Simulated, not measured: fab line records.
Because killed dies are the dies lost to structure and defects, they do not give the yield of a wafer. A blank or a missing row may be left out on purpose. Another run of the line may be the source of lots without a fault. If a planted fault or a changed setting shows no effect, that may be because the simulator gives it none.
Chamber matching || flow n5_finfet || N5_BEOL_M0_SAQP_PECVD_03 on pecvd-03: 3 sister chambers
The step deposits SiCN from 3MS/NH3, target thk 12 nm, time 21.1 s. 6 wafers are shown with their chamber, then 11 later ones without.

EACH WAFER AND ITS CHAMBER
{"wafer": "L083.5", "chamber": 2, "showerhead_plenum_p_Torr (Torr)": 3.652, "throttle_valve_pct (%)": 8.45}
{"wafer": "L084.2", "chamber": 0, "showerhead_plenum_p_Torr (Torr)": 3.682, "throttle_valve_pct (%)": 8.85}
{"wafer": "L084.5", "chamber": 2, "showerhead_plenum_p_Torr (Torr)": 3.652, "throttle_valve_pct (%)": 8.91}
{"wafer": "L085.4", "chamber": 0, "showerhead_plenum_p_Torr (Torr)": 3.680, "throttle_valve_pct (%)": 8.96}
{"wafer": "L085.6", "chamber": 1, "showerhead_plenum_p_Torr (Torr)": 3.651, "throttle_valve_pct (%)": 8.99}
{"wafer": "L089.1", "chamber": 1, "showerhead_plenum_p_Torr (Torr)": 3.663, "throttle_valve_pct (%)": 9.06}

WAFERS WITH NO CHAMBER GIVEN
{"wafer": "L089.3", "showerhead_plenum_p_Torr (Torr)": 3.666, "throttle_valve_pct (%)": 8.72}
{"wafer": "L089.5", "showerhead_plenum_p_Torr (Torr)": 3.653, "throttle_valve_pct (%)": 9.33}
{"wafer": "L090.2", "showerhead_plenum_p_Torr (Torr)": 3.654, "throttle_valve_pct (%)": 8.90}
{"wafer": "L090.3", "showerhead_plenum_p_Torr (Torr)": 3.644, "throttle_valve_pct (%)": 8.97}
{"wafer": "L090.4", "showerhead_plenum_p_Torr (Torr)": 3.676, "throttle_valve_pct (%)": 8.95}
{"wafer": "L092.1", "showerhead_plenum_p_Torr (Torr)": 3.669, "throttle_valve_pct (%)": 9.11}
{"wafer": "L092.3", "showerhead_plenum_p_Torr (Torr)": 3.663, "throttle_valve_pct (%)": 8.62}
{"wafer": "L092.6", "showerhead_plenum_p_Torr (Torr)": 3.687, "throttle_valve_pct (%)": 8.93}
{"wafer": "L095.3", "showerhead_plenum_p_Torr (Torr)": 3.664, "throttle_valve_pct (%)": 9.19}
{"wafer": "L095.5", "showerhead_plenum_p_Torr (Torr)": 3.658, "throttle_valve_pct (%)": 9.08}
{"wafer": "L095.6", "showerhead_plenum_p_Torr (Torr)": 3.660, "throttle_valve_pct (%)": 8.77}

THE CHAMBER EACH PASSED THROUGH
{"wafer": "L089.3", "from the rows above": "can't be placed: 1 or 2 or 0", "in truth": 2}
{"wafer": "L089.5", "from the rows above": "can't be placed: 1 or 2", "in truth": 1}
{"wafer": "L090.2", "from the rows above": "can't be placed: 1 or 2", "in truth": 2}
{"wafer": "L090.3", "from the rows above": "can't be placed: 2 or 1", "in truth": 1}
{"wafer": "L090.4", "from the rows above": 0, "in truth": 0}
{"wafer": "L092.1", "from the rows above": "can't be placed: 1 or 0 or 2", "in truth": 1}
{"wafer": "L092.3", "from the rows above": "can't be placed: 2 or 1 or 0", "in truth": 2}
{"wafer": "L092.6", "from the rows above": 0, "in truth": 0}
{"wafer": "L095.3", "from the rows above": "can't be placed: 1 or 2", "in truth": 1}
{"wafer": "L095.5", "from the rows above": 1, "in truth": 1}
{"wafer": "L095.6", "from the rows above": "can't be placed: 1 or 2", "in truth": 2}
3 of 11 placed correctly. From these rows, 8 cannot be placed; in 8 the true chamber is one of the candidates. Number placed wrongly: 0.
How it was worked out, from the rows above alone: a wafer's distance from a chamber is the root of the sum, over the readings, of the square of ((its reading less the chamber's mean) divided by the reading's scatter). The wafer belongs to the nearest chamber; if the next one is less than 2 further off, it can't be placed. A chamber's mean is the mean of its shown wafers. The scatter: the root of (the sum of the squares of (reading less its chamber's mean) over the shown wafers, divided by (wafers less chambers)).
